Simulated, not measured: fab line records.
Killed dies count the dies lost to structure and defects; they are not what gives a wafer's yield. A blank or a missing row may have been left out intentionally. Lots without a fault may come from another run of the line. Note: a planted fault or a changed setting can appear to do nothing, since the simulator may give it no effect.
Matching of chambers | flow nandHarc | 4 sister chambers for NHARC_A_WL_FILL_CMP_12 on cmp-02
The step polishes, t overpolish 30 s, target thk 75 nm. 4 wafers are shown with their chamber, then 7 later ones without.

EACH WAFER AND ITS CHAMBER
wafer  | chamber | motorCurrentA (A)
L075.3 | 0       | 9.9
L083.6 | 1       | 11.4
L083.2 | 3       | 10.6
L083.3 | 2       | 13.3

WAFERS WITH NO CHAMBER GIVEN
wafer  | motorCurrentA (A)
L083.4 | 9.9
L087.2 | 9.8
L087.4 | 13.6
L087.6 | 11.1
L087.1 | 12.4
L087.3 | 10.6
L087.5 | 13.8

EACH ONE'S CHAMBER
wafer  | from the rows above          | in truth
L083.4 | can't be placed: 0 or 3      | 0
L087.2 | can't be placed: 0 or 3      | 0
L087.4 | 2                            | 2
L087.6 | can't be placed: 1 or 3      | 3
L087.1 | can't be placed: 2 or 1      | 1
L087.3 | can't be placed: 3 or 0 or 1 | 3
L087.5 | 2                            | 2
Correct placement for 2 of the 7. From these rows, 5 cannot be placed; in 5 the true chamber is one of the candidates. Placed wrongly: 0.
How it was worked out, from the rows above alone: a wafer's distance from a chamber is the root of the sum, over the readings, of the square of ((its reading less the chamber's mean) divided by the reading's scatter). The wafer belongs to the nearest chamber; if the next one is less than 2 further off, it can't be placed. Each chamber's mean is taken over the wafers shown for it. The scatter: with one shown wafer a chamber, the root of the mean of the squares of how far each hidden wafer lies from its nearest shown one.
